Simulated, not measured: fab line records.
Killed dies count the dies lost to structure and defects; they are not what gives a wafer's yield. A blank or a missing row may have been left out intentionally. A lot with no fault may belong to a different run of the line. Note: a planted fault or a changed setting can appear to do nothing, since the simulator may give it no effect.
Chamber matching | flow nand harc | NHARC_P_M1_DEP_33 on pecvd-01: 3 sister chambers
The step deposits SiCN, target thk 30 nm. 14 wafers are shown with their chamber, then 7 later ones without.

WAFERS PAIRED WITH THEIR CHAMBERS
wafer  | chamber | heater power w (W)
L154.3 | 0       | 422
L154.5 | 2       | 471
L154.6 | 1       | 629
L157.1 | 0       | 497
L157.5 | 2       | 478
L157.6 | 0       | 487
L165.1 | 1       | 586
L165.4 | 1       | 585
L165.6 | 0       | 472
L168.1 | 1       | 675
L168.2 | 2       | 449
L168.4 | 1       | 663
L169.2 | 2       | 486
L169.3 | 1       | 672

SIGNATURES (averages over the wafers above)
reading        | chamber 0 | chamber 1 | chamber 2 | scatter within a chamber
heater power w | 469.50    | 635.00    | 471.00    | 34.1
Rule: for each reading, subtract the chamber's mean from the wafer's reading, divide by that reading's scatter and square the result; add these up over the readings and take the root, which gives the wafer's distance from the chamber. If the next closest chamber is less than 2 further off than the closest, the wafer can't be placed; otherwise it belongs to the closest. The scatter: the root of (the sum of the squares of (reading less its chamber's mean) over the shown wafers, divided by (wafers less chambers)).

WAFERS WITH NO CHAMBER GIVEN
wafer  | heater power w (W)
L169.6 | 686
L172.2 | 434
L172.3 | 551
L172.5 | 568
L176.1 | 490
L176.4 | 470
L176.5 | 574

WHICH CHAMBER EACH ONE RAN IN
wafer  | from the rows above          | in truth
L169.6 | 1                            | 1
L172.2 | can't be placed: 0 or 2      | 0
L172.3 | can't be placed: 2 or 0 or 1 | 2
L172.5 | can't be placed: 1 or 2 or 0 | 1
L176.1 | can't be placed: 2 or 0      | 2
L176.4 | can't be placed: 0 or 2      | 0
L176.5 | can't be placed: 1 or 2 or 0 | 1
Correctly placed: 1 of 7. These rows do not allow placing 6 (true chamber among the candidates in 6). 0 placed wrongly.
